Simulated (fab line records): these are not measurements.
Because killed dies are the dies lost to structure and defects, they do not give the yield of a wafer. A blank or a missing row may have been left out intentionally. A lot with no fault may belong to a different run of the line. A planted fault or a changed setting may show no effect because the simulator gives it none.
fab line records | flow n5_finfet | part 2 of 2: steps 21 to 26 of 26
[record] lots = 5 | wafers = 15 | last_day = 17
route steps=1938 shown MIM_TOP_LITHO@1843 MIM_TOP_ETCH@1851 MIM_BOT_LITHO@1854 MIM_BOT_ETCH@1866
lots that met no fault: from a run of the same line without faults
start_h: start of the lot's first displayed wafer, in hours after the record's first day | wait_h: hours since the lot's step before | " the same as in the row above | L1.1+2: several wafers, shown together as one row | - no value, or no start was given | * or withheld: withheld | < > ~ a bound
route shown NAME@n: NAME is a module with steps in the file, n the number in the route of the first one | usual: mean/standard deviation taken from wafers without a fault | same: alike in all rows | chamber/n: place in a boat | sites: per-site readings | _std_site: the values' standard deviation | _edge_site: the outer-site mean with the inner-site mean subtracted | radius_mm: how far each site lies from the wafer's centre | mask NAME#n: copy n | behind: the last tool/chamber to shape the wafer | hold: why the lot was held/for how many hours/how that ended | device: whichever transistor did not switch (one of n, p or np) | end of line: at the end of the route, the tests of the same wafers | where a step has no rows: the recipe by itself | killed: dies that structure and defects cost at the first sort, which is not the same as the wafer's yield | map: per-die view of a wafer (x killed, . not killed, _ where there is no die)
set.NAME: setting as actually run; set.NAME@STEP: the setting as run at that earlier step | model.NAME: the simulator's own value behind a step, which no gauge read
certain route steps with their lots: each step a table, each wafer a row
services: from which hour (start_h, from the record's first day; less than 0 if before it) a tool's chamber was out of use, for how many hours, and why
[[steps]]
[step N5_MIM_BOT_LITHO_OVL_MEAS_11]
[recipe] points_per_wafer = 44
[usual] MIM_BOT_OVL = 0/5.8
lot.wafer | tool       | chamber | start_h | wait_h | MIM_BOT_OVL[nm]
L074.1    | overlay-01 | 0       | 273.59  | 0.0    | 0
L074.4    | "          | 0       | "       | "      | 6
L074.6    | "          | 0       | "       | "      | 11
L080.1    | overlay-01 | 0       | 299.72  | 0.0    | 1
L080.4    | "          | 0       | "       | "      | 4
L080.5    | "          | 0       | "       | "      | -1
L083.3    | overlay-02 | 0       | 316.43  | 0.0    | -6
L083.4    | "          | 0       | "       | "      | -8
L083.5    | "          | 0       | "       | "      | -6
L093.3    | overlay-02 | 0       | 388.71  | 0.0    | 2
L093.4    | "          | 0       | "       | "      | -13
L093.6    | "          | 0       | "       | "      | -9
L096.1    | overlay-01 | 0       | 401.98  | 0.0    | 3
L096.3    | "          | 0       | "       | "      | 0
L096.4    | "          | 0       | "       | "      | 3
[step N5_MIM_BOT_LITHO_INSPECT_12]
[recipe] mode = adi | inspect_instrument = macro
[usual] raw_defect_count = 1.9/1.3
lot.wafer | tool              | chamber | start_h | wait_h | raw_defect_count
L074.1    | defect_inspect-01 | -       | 273.61  | 0.0    | 1
L074.4    | "                 | -       | "       | "      | 1
L074.6    | "                 | -       | "       | "      | 2
L080.1    | defect_inspect-01 | -       | 299.74  | 0.0    | 3
L080.4    | "                 | -       | "       | "      | 3
L080.5    | "                 | -       | "       | "      | 5
L083.3    | defect_inspect-01 | -       | 316.46  | 0.0    | 2
L083.4    | "                 | -       | "       | "      | 2
L083.5    | "                 | -       | "       | "      | 3
L093.3    | defect_inspect-02 | -       | 388.73  | 0.0    | 0
L093.4    | "                 | -       | "       | "      | 3
L093.6    | "                 | -       | "       | "      | 2
L096.1    | defect_inspect-01 | -       | 402.01  | 0.0    | 1
L096.3    | "                 | -       | "       | "      | 2
L096.4    | "                 | -       | "       | "      | 0
[step N5_MIM_BOT_LITHO_DESCUM_10]
[recipe] chemistry = O2 | time_s = 7.9 | source_power_w = 50 | bias_power_w = 20 | pressure_mtorr = 20 | rf_frequency_hz = 2.712e+07 | temp_c = 40 | o2_flow_sccm = 225
[usual] drypump_motor_current_A = 5.7/0.33 | o2_flow_sccm = 225.0/0.64 | oes_product_au = 0.81/0.1 | rf_vpp_V = 243.3/1.5 | showerhead_plenum_p_Torr = 2.09/0.085 | throttle_valve_pct = 20.39/0.26
lot.wafer | tool        | chamber | start_h | wait_h | drypump_motor_current_A | o2_flow_sccm | oes_product_au | rf_hours_counter_h | rf_vpp_V | showerhead_plenum_p_Torr | throttle_valve_pct
L074.1    | rie_diel-03 | 1       | 273.65  | 0.0    | 5.3                     | 225.7        | 0.68           | 225                | 243.5    | 2.15                     | 20.49
L074.4    | "           | 0       | "       | "      | 5.6                     | 224.5        | 0.74           | -                  | 243.0    | 1.98                     | 20.40
L074.6    | "           | 3       | "       | "      | 5.9                     | 224.5        | 0.82           | -                  | 244.2    | 2.23                     | 20.50
L080.1    | rie_diel-06 | 1       | 299.78  | 0.0    | 5.4                     | 225.5        | 0.70           | 249                | 241.1    | 2.07                     | 20.91
L080.4    | "           | 2       | "       | "      | 6.3                     | 224.9        | 0.90           | 33                 | 245.3    | 2.21                     | 20.18
L080.5    | "           | 2       | "       | "      | 6.3                     | 224.4        | 0.89           | -                  | 243.7    | 2.21                     | 20.18
L083.3    | rie_diel-06 | 2       | 316.49  | 0.0    | 6.3                     | 225.6        | 0.88           | 41                 | 244.5    | 2.21                     | 20.19
L083.4    | "           | 3       | "       | "      | 5.3                     | 225.7        | 0.72           | -                  | 239.6    | 1.98                     | 20.28
L083.5    | "           | 0       | "       | "      | 5.8                     | 226.0        | 0.70           | -                  | 243.8    | 2.15                     | 20.60
L093.3    | rie_diel-03 | 2       | 388.76  | 0.0    | 6.1                     | 225.2        | 0.86           | 35                 | 244.6    | 2.04                     | 20.02
L093.4    | "           | 3       | "       | "      | 5.9                     | 224.7        | 0.76           | 126                | 245.2    | 2.21                     | 20.56
L093.6    | "           | 2       | "       | "      | 6.1                     | 224.7        | 0.87           | -                  | 241.3    | 2.04                     | 20.03
L096.1    | rie_diel-03 | 2       | 402.04  | 0.0    | 6.1                     | 224.2        | 0.85           | 41                 | 243.4    | 2.04                     | 20.02
L096.3    | "           | 1       | "       | "      | 5.3                     | 224.1        | 0.92           | 18                 | 244.0    | 2.13                     | 20.07
L096.4    | "           | 3       | "       | "      | 5.9                     | 224.4        | 0.77           | 132                | 245.3    | 2.21                     | 20.56
[step N5_MIM_BOT_ETCH_ETCH_04]
[recipe] chemistry = CF4/O2 | target = SiNx | target_depth_a = 260 | time_s = 13 | ion_energy_ev = 100 | pressure_mtorr = 40 | source_w = 535 | bias_w = 49 | Ar_flow_sccm = 100 | cf4_flow_sccm = 100 | O2_flow_sccm = 10
[usual] bias_w = 48.99/0.16 | drypump_motor_current_A = 5.7/0.33 | oes_product_au = 0.81/0.1 | rf_vpp_V = 240/4.5 | showerhead_plenum_p_Torr = 2.21/0.083 | throttle_valve_pct = 15.97/0.22
lot.wafer | tool        | chamber | start_h | wait_h | bias_w | drypump_motor_current_A | oes_product_au | rf_hours_counter_h | rf_vpp_V | showerhead_plenum_p_Torr | throttle_valve_pct
L074.1    | rie_diel-03 | 1       | 273.71  | 0.0    | 48.88  | 5.3                     | 0.68           | 225                | 231      | 2.26                     | 16.10
L074.4    | "           | 0       | "       | "      | 49.22  | 5.6                     | 0.74           | -                  | 237      | 2.11                     | 16.09
L074.6    | "           | 3       | "       | "      | 48.86  | 5.9                     | 0.81           | -                  | 243      | 2.31                     | 15.91
L080.1    | rie_diel-06 | 1       | 299.84  | 0.0    | 48.92  | 5.4                     | 0.69           | 249                | 250      | 2.17                     | 16.41
L080.4    | "           | 2       | "       | "      | 49.29  | 6.3                     | 0.90           | 33                 | 240      | 2.34                     | 15.88
L080.5    | "           | 2       | "       | "      | 49.04  | 6.2                     | 0.89           | -                  | 242      | 2.34                     | 15.88
L083.3    | rie_diel-06 | 2       | 316.55  | 0.0    | 49.16  | 6.3                     | 0.88           | 41                 | 240      | 2.34                     | 15.90
L083.4    | "           | 3       | "       | "      | 49.08  | 5.3                     | 0.71           | -                  | 236      | 2.09                     | 15.89
L083.5    | "           | 0       | "       | "      | 48.76  | 5.8                     | 0.71           | -                  | 239      | 2.26                     | 16.20
L093.3    | rie_diel-03 | 2       | 388.83  | 0.0    | 49.07  | 6.1                     | 0.86           | 35                 | 236      | 2.17                     | 15.63
L093.4    | "           | 3       | "       | "      | 48.85  | 5.9                     | 0.78           | 126                | 241      | 2.30                     | 15.99
L093.6    | "           | 2       | "       | "      | 48.75  | 6.1                     | 0.87           | -                  | 236      | 2.17                     | 15.61
L096.1    | rie_diel-03 | 2       | 402.11  | 0.0    | 48.78  | 6.1                     | 0.84           | 41                 | 237      | 2.17                     | 15.64
L096.3    | "           | 1       | "       | "      | 48.94  | 5.3                     | 0.93           | 18                 | 230      | 2.25                     | 15.66
L096.4    | "           | 3       | "       | "      | 49.01  | 5.9                     | 0.76           | 132                | 241      | 2.30                     | 16.01
[step N5_MIM_BOT_ETCH_ETCH_03]
[recipe] chemistry = Cl2/BCl3 | target_depth_a = 120 | pressure_mtorr = 8 | icp_w = 800 | bias_w = 100 | Cl2_flow_sccm = 20 | bcl3_flow_sccm = 80
[usual] bias_w = 100.06/0.28 | drypump_motor_current_A = 5.8/0.39 | oes_product_au = 0.86/0.1 | throttle_valve_pct = 27.45/0.3
lot.wafer | tool         | chamber | start_h | wait_h | bias_w | drypump_motor_current_A | oes_product_au | rf_hours_counter_h | throttle_valve_pct
L074.1    | rie_metal-03 | 1       | 273.80  | 0.1    | 99.86  | 5.6                     | 0.64           | 112                | 27.55
L074.4    | "            | 1       | "       | "      | 100.03 | 5.6                     | 0.65           | -                  | 27.56
L074.6    | "            | 1       | "       | "      | 100.08 | 5.6                     | 0.64           | -                  | 27.58
L080.1    | rie_metal-03 | 1       | 299.93  | 0.1    | 99.63  | 5.6                     | 0.63           | 114                | 27.58
L080.4    | "            | 1       | "       | "      | 99.48  | 5.6                     | 0.63           | -                  | 27.55
L080.5    | "            | 1       | "       | "      | 99.48  | 5.6                     | 0.64           | -                  | 27.54
L083.3    | rie_metal-01 | 1       | 316.72  | 0.1    | 99.95  | 5.5                     | 0.88           | -                  | 27.87
L083.4    | "            | 0       | "       | "      | 100.04 | 6.5                     | 0.91           | -                  | 27.30
L083.5    | "            | 1       | "       | "      | 99.57  | 5.6                     | 0.88           | -                  | 27.85
L093.3    | rie_metal-03 | 1       | 388.95  | 0.1    | 100.36 | 5.6                     | 0.93           | -                  | 27.62
L093.4    | "            | 0       | "       | "      | 100.13 | 5.6                     | 0.98           | -                  | 27.24
L093.6    | "            | 1       | "       | "      | 100.15 | 5.6                     | 0.92           | -                  | 27.65
L096.1    | rie_metal-02 | 0       | 402.20  | 0.1    | 99.50  | 5.9                     | 0.82           | 31                 | 26.90
L096.3    | "            | 1       | "       | "      | 100.07 | 5.5                     | 0.86           | -                  | 27.24
L096.4    | "            | 0       | "       | "      | 100.08 | 5.9                     | 0.82           | -                  | 26.89
[step N5_MIM_BOT_ETCH_ETCH_00]
[recipe] chemistry = Cl2/BCl3 | target = TiN | target_depth_a = 455 | ion_energy_ev = 150 | pressure_mtorr = 10 | icp_w = 1000 | bias_w = 126 | Cl2_flow_sccm = 53.25 | bcl3_flow_sccm = 21.75 | Ar_flow_sccm = 25
[usual] bias_w = 126.0/0.39 | drypump_motor_current_A = 5.8/0.39 | oes_product_au = 0.86/0.1 | throttle_valve_pct = 21.83/0.28
lot.wafer | tool         | chamber | start_h | wait_h | bias_w | drypump_motor_current_A | oes_product_au | rf_hours_counter_h | throttle_valve_pct
L074.1    | rie_metal-03 | 1       | 273.89  | 0.1    | 126.2  | 5.6                     | 0.65           | 112                | 21.97
L074.4    | "            | 1       | "       | "      | 126.3  | 5.6                     | 0.65           | -                  | 21.97
L074.6    | "            | 1       | "       | "      | 126.1  | 5.6                     | 0.65           | -                  | 21.97
L080.1    | rie_metal-03 | 1       | 300.02  | 0.1    | 125.8  | 5.6                     | 0.64           | 114                | 21.99
L080.4    | "            | 1       | "       | "      | 125.8  | 5.6                     | 0.64           | -                  | 22.00
L080.5    | "            | 1       | "       | "      | 125.5  | 5.6                     | 0.64           | -                  | 21.99
L083.3    | rie_metal-01 | 1       | 316.82  | 0.1    | 125.5  | 5.6                     | 0.89           | -                  | 22.20
L083.4    | "            | 0       | "       | "      | 126.0  | 6.5                     | 0.92           | -                  | 21.66
L083.5    | "            | 1       | "       | "      | 125.8  | 5.6                     | 0.88           | -                  | 22.21
L093.3    | rie_metal-03 | 1       | 389.05  | 0.1    | 126.0  | 5.6                     | 0.92           | -                  | 21.92
L093.4    | "            | 0       | "       | "      | 125.9  | 5.7                     | 0.97           | -                  | 21.55
L093.6    | "            | 1       | "       | "      | 126.1  | 5.6                     | 0.92           | -                  | 21.90
L096.1    | rie_metal-02 | 0       | 402.29  | 0.1    | 125.9  | 5.8                     | 0.82           | 31                 | 21.33
L096.3    | "            | 1       | "       | "      | 125.7  | 5.5                     | 0.86           | -                  | 21.80
L096.4    | "            | 0       | "       | "      | 125.6  | 5.9                     | 0.82           | -                  | 21.31
[[services]]
tool           | chamber | start_h | hours | kind
krf_scanner-02 | -       | 251.17  | 0.8   | pm
rie_diel-04    | 2       | 252.40  | 19.3  | repair
krf_scanner-01 | 0       | 253.08  | -     | calibration
krf_scanner-02 | -       | 269.56  | 5.0   | repair
rie_diel-06    | 2       | 279.68  | 6.7   | repair
krf_scanner-01 | -       | 287.26  | 1.0   | pm
pecvd-03       | -       | 288.28  | 0.2   | repair
krf_scanner-02 | -       | 297.06  | 1.1   | repair
krf_scanner-02 | -       | 298.70  | 1.0   | pm
rie_metal-03   | 1       | 303.09  | -     | clean
rie_metal-03   | 1       | 303.09  | 27.4  | scheduled_down
pecvd-03       | -       | 308.06  | 5.5   | pm
rie_metal-01   | 1       | 308.47  | 4.1   | repair
pecvd-02       | -       | 314.19  | 0.9   | repair
pecvd-03       | 0       | 320.82  | 12.4  | repair
krf_scanner-02 | -       | 338.26  | 1.3   | pm
krf_scanner-01 | -       | 339.56  | 4.4   | pm
rie_metal-03   | 0       | 345.90  | 13.0  | repair
rie_diel-04    | 0       | 346.38  | 11.2  | repair
rie_diel-03    | -       | 355.55  | 2.2   | repair
rie_diel-04    | 3       | 371.15  | 9.9   | repair
pecvd-03       | -       | 384.50  | 1.3   | repair
krf_scanner-01 | -       | 391.10  | 0.8   | pm
rie_diel-03    | 0       | 395.92  | 5.6   | repair
